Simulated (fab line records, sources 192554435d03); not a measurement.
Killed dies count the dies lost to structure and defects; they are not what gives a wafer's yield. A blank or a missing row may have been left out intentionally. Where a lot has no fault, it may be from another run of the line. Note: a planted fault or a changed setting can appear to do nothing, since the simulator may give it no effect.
fab line records    flow n5-finfet
record lots=11  wafers=33  last-day=18
route steps=1938 shown BEOL_M4@1103 BEOL_M5@1120
lots with no fault: from the same line, run without faults
start-h: the number of hours between the record's first day and the start of the first shown wafer of the lot    wait-h: time in hours since the lot's previous step    " unchanged from the row above    L1.1+2: a row that stands for several wafers    - value missing, or start not given    * or withheld: withheld    < > ~ a bound
route shown NAME@n: NAME is a module with steps in the file, n the number in the route of the first one    usual: average and standard deviation across the fault-free wafers    same: alike in all rows    chamber/n: place in a boat    sites: per-site readings    _std_site: standard deviation across them    _edge_site: outer sites' mean less inner sites'    radius-mm: for every site, how far away it sits from the centre of the wafer    mask NAME#n: copy n    behind: the most recent tool/chamber to have shaped the wafer    hold: what put the lot on hold/how long, in hours/how the hold closed    device: the transistor (n, p or np) that didn't switch    end of line: the route-end tests of the same wafers    a step without rows: its recipe alone    killed: at the first sort, the dies lost to defects and structure; wafer yield is something else    map: the dies of a wafer, with x for killed, . for not killed, _ for no die there
set.NAME: the setting the step ran with; set.NAME@STEP: the setting that earlier step ran with    model.NAME: the simulator's own value behind a step, which no gauge read
the route's steps for a sample of lots (tables are steps, rows are wafers)
services: the hour from which a tool's chamber was out of use, counted from the record's first day as start-h (under 0 if before that day), plus the number of hours and why
## steps
# step N5_BEOL_M4_CMP_52
# recipe stop-on=SiOC  t-overpolish-s=6.8  down-force-psi=1  platen-rpm=50  clearing-platen-down-force-psi=1.5  clearing-platen-rpm=50  post-cmp-clean=cu-alkaline  target-thk-nm=40  clearing-platen-pad-velocity-m-s=0.99484  pad-velocity-m-s=0.99484
# usual barrier-field-endpoint-s=24.6/0.64  head-pressure-psi=1.0003/0.0023  motor-current-A=5.9/0.75  overpolish-run-s=6.800/0.0092  time-to-endpoint-s=62/3.2
lot.wafer  tool    chamber  start-h  wait-h  barrier-field-endpoint-s  head-pressure-psi  motor-current-A  overpolish-run-s  time-to-endpoint-s
L600.4     cmp-04  0        164.98   0.1     23.6                      1.0034             6.8              6.803             58
L600.2     "       1        "        "       24.9                      0.9963             5.5              6.786             60
L600.1     "       2        "        "       23.9                      1.0040             6.2              6.793             60
L599.4     cmp-04  0        182.57   0.2     24.7                      0.9972             7.1              6.817             65
L599.3     "       1        "        "       25.1                      0.9999             5.8              6.789             66
L599.5     "       3        "        "       24.0                      1.0000             6.0              6.803             60
L601.4     cmp-03  1        182.80   0.2     25.7                      1.0009             5.6              6.815             65
L601.1     "       2        "        "       24.6                      1.0004             7.1              6.798             58
L601.6     "       1        "        "       26.1                      0.9991             5.6              6.805             66
L602.3     cmp-03  0        187.76   0.2     24.2                      0.9966             6.3              6.806             59
L602.6     "       3        "        "       24.8                      1.0025             4.8              6.796             62
L602.5     "       0        "        "       24.5                      1.0042             6.8              6.803             58
L609.3     cmp-03  3        238.13   0.2     24.7                      1.0050             4.7              6.787             57
L609.1     "       1        "        "       25.5                      0.9975             5.8              6.797             62
L609.5     "       3        "        "       24.5                      1.0078             4.7              6.802             58
L610.2     cmp-02  1        250.44   0.2     24.4                      0.9993             5.3              6.794             66
L610.1     "       3        "        "       25.3                      0.9999             5.1              6.795             66
L610.3     "       0        "        "       24.3                      1.0023             5.8              6.803             63
L615.2     cmp-04  3        272.73   0.4     23.6                      1.0020             6.0              6.796             59
L615.3     "       0        "        "       23.8                      1.0038             6.9              6.797             63
L615.6     "       3        "        "       24.5                      1.0000             6.1              6.800             58
L613.3     cmp-02  2        276.47   0.3     24.6                      1.0009             5.6              6.810             64
L613.6     "       0        "        "       24.4                      0.9974             5.8              6.804             63
L613.5     "       1        "        "       24.8                      1.0002             5.3              6.790             61
L616.2     cmp-03  1        279.76   0.2     24.7                      1.0013             5.6              6.799             62
L616.3     "       3        "        "       23.7                      0.9968             5.0              6.811             58
L616.4     "       0        "        "       24.3                      1.0012             6.7              6.783             58
L618.1     cmp-04  0        281.94   0.3     24.8                      0.9974             6.7              6.801             65
L618.4     "       1        "        "       25.7                      1.0004             5.5              6.794             65
L618.2     "       3        "        "       24.5                      1.0004             5.8              6.810             61
L620.3     cmp-03  3        308.16   0.2     24.8                      0.9997             4.8              6.781             65
L620.6     "       3        "        "       24.5                      0.9966             4.5              6.803             65
L620.5     "       0        "        "       24.6                      0.9988             6.6              6.792             64
# step N5_BEOL_M4_CO_CAP_55
# recipe material=Co  target-thk-a=20  temp-c=200  precursor=CCTBA/H2  pressure-torr=30  time-s=102.1
# usual heater-power-w=233/17
lot.wafer  tool       chamber  start-h  wait-h  heater-power-w  since-wet-clean-h
L600.1     cvd-co-02  0        165.36   0.0     236             925
L600.2     "          1        "        "       219             29
L600.4     "          2        "        "       244             -
L599.3     cvd-co-01  1        182.86   0.0     260             1162
L599.4     "          0        "        "       219             -
L599.5     "          2        "        "       219             -
L601.1     cvd-co-01  0        183.20   0.0     211             725
L601.4     "          1        "        "       259             -
L601.6     "          0        "        "       215             -
L602.3     cvd-co-02  0        188.10   0.0     230             948
L602.5     "          2        "        "       249             -
L602.6     "          0        "        "       233             -
L609.1     cvd-co-02  0        238.50   0.0     236             999
L609.3     "          1        "        "       222             102
L609.5     "          2        "        "       249             -
L610.1     cvd-co-02  0        250.81   0.0     236             1011
L610.2     "          2        "        "       254             551
L610.3     "          1        "        "       223             114
L615.2     cvd-co-01  2        273.10   0.0     218             355
L615.3     "          1        "        "       258             1252
L615.6     "          0        "        "       212             -
L613.3     cvd-co-02  2        276.78   0.0     249             577
L613.5     "          2        "        "       248             -
L613.6     "          0        "        "       239             -
L616.2     cvd-co-02  2        280.13   0.0     249             581
L616.3     "          0        "        "       232             1040
L616.4     "          1        "        "       222             -
L618.1     cvd-co-01  2        282.32   0.0     217             364
L618.2     "          0        "        "       213             824
L618.4     "          1        "        "       264             -
L620.3     cvd-co-01  2        308.61   0.0     214             391
L620.5     "          0        "        "       211             -
L620.6     "          1        "        "       260             -
# step N5_BEOL_M5_COAT_05
# recipe resist=CAR-EUV  spin-rpm=1500  resist-thk-nm=30
# usual dispense-pressure-kPa=46/3.6  spin-speed-rpm=1500.0/0.87
lot.wafer  tool            chamber  start-h  wait-h  dispense-pressure-kPa  spin-speed-rpm
L600.1     litho-track-04  0        168.11   -       48                     1498.9
L600.2     "               0        "        "       48                     1500.7
L600.4     "               0        "        "       48                     1499.7
L599.3     litho-track-05  0        186.22   -       53                     1498.4
L599.4     "               0        "        "       53                     1499.6
L599.5     "               0        "        "       53                     1499.2
L601.1     litho-track-03  0        186.30   -       43                     1500.2
L601.4     "               0        "        "       43                     1500.0
L601.6     "               0        "        "       43                     1500.0
L602.3     litho-track-03  0        190.58   -       43                     1499.2
L602.5     "               0        "        "       43                     1500.1
L602.6     "               0        "        "       44                     1499.5
L609.1     litho-track-04  0        241.43   -       48                     1284.1
L609.3     "               0        "        "       48                     1284.6
L609.5     "               0        "        "       48                     1283.1
L610.1     litho-track-04  0        255.21   -       48                     1285.8
L610.2     "               0        "        "       48                     1285.0
L610.3     "               0        "        "       48                     1286.1
L615.2     litho-track-03  0        275.85   -       43                     1500.1
L615.3     "               0        "        "       43                     1499.9
L615.6     "               0        "        "       43                     1499.4
L613.3     litho-track-03  0        279.62   -       43                     1499.3
L613.5     "               0        "        "       43                     1500.8
L613.6     "               0        "        "       43                     1500.3
L616.2     litho-track-03  0        283.02   -       43                     1498.5
L616.3     "               0        "        "       43                     1498.9
L616.4     "               0        "        "       43                     1499.9
L618.1     litho-track-05  0        284.33   -       53                     1503.3
L618.2     "               0        "        "       53                     1501.2
L618.4     "               0        "        "       53                     1500.6
L620.3     litho-track-03  0        311.13   -       43                     1499.0
L620.5     "               0        "        "       43                     1499.6
L620.6     "               0        "        "       43                     1500.1
# step N5_BEOL_M5_OVL_MEAS_12
# recipe points-per-wafer=522
# usual M5_OVL=-0.7/0.73
lot.wafer  tool        chamber  start-h  wait-h  M5_OVL[nm]
L600.1     overlay-01  0        168.53   0.0     0.2
L600.2     "           0        "        "       0.2
L600.4     "           0        "        "       -0.4
L599.3     overlay-01  0        186.65   0.0     -1.7
L599.4     "           0        "        "       -2.3
L599.5     "           0        "        "       -1.9
L601.1     overlay-01  0        186.80   0.0     -1.0
L601.4     "           0        "        "       -0.9
L601.6     "           0        "        "       0.7
L602.3     overlay-02  0        191.01   0.0     -0.8
L602.5     "           0        "        "       -1.9
L602.6     "           0        "        "       -1.1
L609.1     overlay-01  0        241.85   0.0     -0.4
L609.3     "           0        "        "       -0.5
L609.5     "           0        "        "       -0.7
L610.1     overlay-01  0        255.62   0.0     -0.7
L610.2     "           0        "        "       -0.1
L610.3     "           0        "        "       -1.1
L615.2     overlay-01  0        276.27   0.0     -0.1
L615.3     "           0        "        "       -1.0
L615.6     "           0        "        "       0.6
L613.3     overlay-02  0        279.91   0.0     -1.1
L613.5     "           0        "        "       -0.9
L613.6     "           0        "        "       -1.0
L616.2     overlay-02  0        283.32   0.0     0.0
L616.3     "           0        "        "       -0.4
L616.4     "           0        "        "       0.0
L618.1     overlay-01  0        284.74   0.0     -1.5
L618.2     "           0        "        "       0.4
L618.4     "           0        "        "       -0.9
L620.3     overlay-02  0        311.43   0.0     -1.1
L620.5     "           0        "        "       -0.1
L620.6     "           0        "        "       -1.1
## services
tool            chamber  start-h  hours  kind
cmp-04          -        155.45   0.7    repair
cmp-04          -        181.53   0.9    repair
cmp-02          -        185.54   19.4   pm
cmp-04          -        197.17   5.3    pm
cmp-03          -        204.80   1.4    repair
litho-track-05  -        212.85   -      consumable-replace:filter
cvd-co-01       -        215.00   1.1    repair
cmp-04          -        219.11   0.3    repair
litho-track-03  -        233.41   -      consumable-replace:filter
litho-track-03  -        234.05   -      consumable-replace:filter
cmp-02          -        235.24   0.5    repair
cmp-04          -        241.20   14.3   repair
cmp-04          -        255.52   7.6    pm
cvd-co-02       -        281.28   3.8    pm
cmp-02          -        282.73   4.0    pm
cmp-02          -        286.73   -      consumable-replace:conditioner
cmp-02          -        286.73   -      consumable-replace:pad
cmp-03          -        298.82   4.0    pm
cmp-02          -        302.66   5.8    pm
cmp-03          -        302.82   -      consumable-replace:conditioner
cmp-03          -        302.82   -      consumable-replace:pad
## key
first-sign step=N5_BEOL_M5_COAT_05  reading=spin-speed-rpm  direction=down  sigmas=99+  usual=*  struck=*
effect none on later readings
met-at N5_BEOL_M5_COAT_05
struck-lots L609,L610
not-acting-at N5_BEOL_M4_CMP_52,N5_BEOL_M4_CO_CAP_55,N5_BEOL_M5_OVL_MEAS_12
onset-between 168.11 241.43
fault kind=process-parameter-drift  tool=litho-track-04  chamber=-  onset-h=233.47  steps=N5_BEOL_M5_COAT_05  channel=spin-rpm  offset=*  shape=step  end-h=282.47  acts-in=*  stated=*
